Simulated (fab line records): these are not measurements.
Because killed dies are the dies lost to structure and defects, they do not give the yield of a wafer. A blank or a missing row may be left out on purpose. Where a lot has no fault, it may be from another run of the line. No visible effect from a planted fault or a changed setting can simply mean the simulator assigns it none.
Matching of chambers    flow n5_finfet    N5_BEOL_M4_ALD_98 on ald_sin-03: 4 sister chambers
The step deposits SiO2, target thk 2.5 nm, pulse time 1 s, co reactant pulse time 1 s. 22 wafers are shown with their chamber, then 11 later ones without.

EACH WAFER AND ITS CHAMBER
wafer   chamber  heater_power_w (W)  precursor_pulse_height_rel
L077.1  0        78                  0.999
L077.2  2        51                  1.002
L077.3  3        69                  1.010
L082.2  3        67                  0.980
L082.3  1        71                  1.026
L082.6  3        68                  0.971
L084.1  3        69                  1.037
L084.3  2        51                  0.980
L084.5  0        78                  1.009
L086.2  0        76                  0.991
L086.4  2        53                  1.034
L086.5  0        77                  0.992
L088.2  1        71                  1.022
L088.5  2        50                  1.043
L088.6  1        72                  1.014
L090.2  0        78                  0.997
L090.4  3        68                  1.015
L090.5  0        75                  1.014
L092.4  1        72                  0.983
L092.5  3        65                  1.002
L092.6  2        51                  0.990
L093.1  1        73                  0.982

SIGNATURES (averages over the wafers above)
reading                     chamber 0  chamber 1  chamber 2  chamber 3  scatter within a chamber
heater_power_w              77.00      71.80      51.20      67.67      1.22
precursor_pulse_height_rel  1.00033    1.00540    1.00980    1.00250    0.0213
Rule: for each reading, subtract the chamber's mean from the wafer's reading, divide by that reading's scatter and square the result; add these up over the readings and take the root, which gives the wafer's distance from the chamber. The wafer belongs to the nearest chamber; if the next one is less than 2 further off, it can't be placed. The scatter: take each reading less its chamber's mean, square it, sum over the shown wafers, divide by the number of wafers less the number of chambers, and take the root.

WAFERS WITHOUT THEIR CHAMBER
wafer   heater_power_w (W)  precursor_pulse_height_rel
L093.2  51                  0.968
L093.6  78                  0.998
L094.1  51                  1.028
L094.4  71                  1.019
L094.5  52                  1.001
L095.1  66                  1.017
L095.3  77                  0.965
L095.4  72                  0.970
L097.2  65                  0.979
L097.3  53                  0.976
L097.5  75                  1.016

WHICH CHAMBER EACH WENT THROUGH
wafer   from the rows above      in truth
L093.2  2                        2
L093.6  0                        0
L094.1  2                        2
L094.4  can't be placed: 1 or 3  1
L094.5  2                        2
L095.1  3                        3
L095.3  0                        0
L095.4  1                        1
L097.2  3                        3
L097.3  2                        2
L097.5  can't be placed: 0 or 1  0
Placed correctly: 9 of 11. From these rows, 2 cannot be placed; in 2 the true chamber is one of the candidates. 0 placed wrongly.
